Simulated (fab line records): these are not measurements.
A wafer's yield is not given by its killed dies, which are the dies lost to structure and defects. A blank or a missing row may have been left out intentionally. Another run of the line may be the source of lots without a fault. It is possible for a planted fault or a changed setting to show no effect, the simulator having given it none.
Struck lot and sound lot, side by side || flow nand-harc || 15 steps out of a route of 1159
Sound: the wafers L700.2, L700.3, L700.5. Struck: wafer L707.4 (left out: L707.2, L707.6 of the same lot, which were not struck); the cause appears at the end.
For every step that has rows: the tool of each side, followed by ch and its chambers, followed by its first start. Under that, the readings that differ: sound wafers || struck wafers || difference of the means || sigmas: that difference in standard deviations of wafers without a fault.
alike: words and numbers the same on both sides, and readings whose means are apart by under 2 such deviations; not compared: readings that were withheld, readings missing a value for some wafer, numbers with overlapping values and no deviation given by the record, and bounds like >300 which may hide the same value.
The two part at a step that has a row with sigmas, a row that says differs or no value, or rows on one side only. When numbers do not overlap yet have no deviation, they are printed without sigmas and do not part them. Lack of a reading on every wafer of one side parts them only where that side has two or more wafers.

first, 1 step without rows for these wafers: NHARC_A_ONON_D1_DEP_09 (target thk 1000 nm).
NHARC_A_ONON_D1_THK_MEAS_11: measures by ellipsometry.
  sound on film-metro-02, day 8 07:54; struck on film-metro-02, day 9 15:11
{"reading": "thk-nm (nm)", "sound": "970 970 969", "struck": 993, "difference": "+23", "sigmas": "+2"}
next comes 1 step that has no rows for these wafers: NHARC_A_ONON_D1_DEP_12 (target thickness 1000 nm).
NHARC_A_ONON_D1_THK_MEAS_14: measures by ellipsometry.
  sound on film-metro-01, day 8 08:28; struck on film-metro-01, day 9 15:44
  alike: thk-nm
then, 2 steps without rows for these wafers: NHARC_A_ONON_D1_ANNEAL_15 (time 3600 s); NHARC_A_ONON_D1_DEP_16 (target thk 1000 nm).
NHARC_A_ONON_D1_THK_MEAS_18: measures by ellipsometry.
  sound on film-metro-02, day 8 15:38; struck on film-metro-01, day 10 02:44
{"reading": "thk-nm (nm)", "sound": "1022 1022 1021", "struck": 999, "difference": -23, "sigmas": -2}
next comes 1 step that has no rows for these wafers: NHARC_A_ONON_D1_DEP_19 (target thickness 1000 nm).
NHARC_A_ONON_D1_THK_MEAS_21: measures by ellipsometry.
  sound on film-metro-02, day 8 16:13; struck on film-metro-01, day 10 03:18
  alike: thk-nm
next comes 1 step that has no rows for these wafers: NHARC_A_ONON_D1_DEP_22 (target thickness 1000 nm).
NHARC_A_ONON_D1_THK_MEAS_24: measures by ellipsometry.
  sound on film-metro-02, day 8 16:48; struck on film-metro-02, day 10 03:52
  alike: thk-nm
NHARC_A_ONON_D1_DEP_25: target thk 1000 nm.
  sound on pecvd-onon-02 ch 0, day 8 16:55; struck on pecvd-onon-03 ch 0, day 10 03:59
NHARC_A_ONON_D1_THK_MEAS_27: measures by ellipsometry.
  sound on film-metro-02, day 8 17:22; struck on film-metro-01, day 10 04:26
{"reading": "thk-nm (nm)", "sound": "998 998 997", "struck": 1493, "difference": "+495", "sigmas": "+51"}
next comes 1 step that has no rows for these wafers: NHARC_A_ONON_D1_DEP_28 (target thickness 1000 nm).
-- break in the record here, with 11 days between the starts of the struck wafers on either side (left off in module A_ONON_D1, picked up again in module END, where the first step shown is number 1159 on the route) --
NHARC_END_SORT_01:
  only the struck wafers appear in the record here, on prober-02 ch 0 at day 21 16:17; the sound ones have no rows

== WHERE THEY PART ==
At NHARC_A_ONON_D1_THK_MEAS_11 first; at NHARC_END_SORT_01 last (within this record only).

WHY: the cause the simulator had injected
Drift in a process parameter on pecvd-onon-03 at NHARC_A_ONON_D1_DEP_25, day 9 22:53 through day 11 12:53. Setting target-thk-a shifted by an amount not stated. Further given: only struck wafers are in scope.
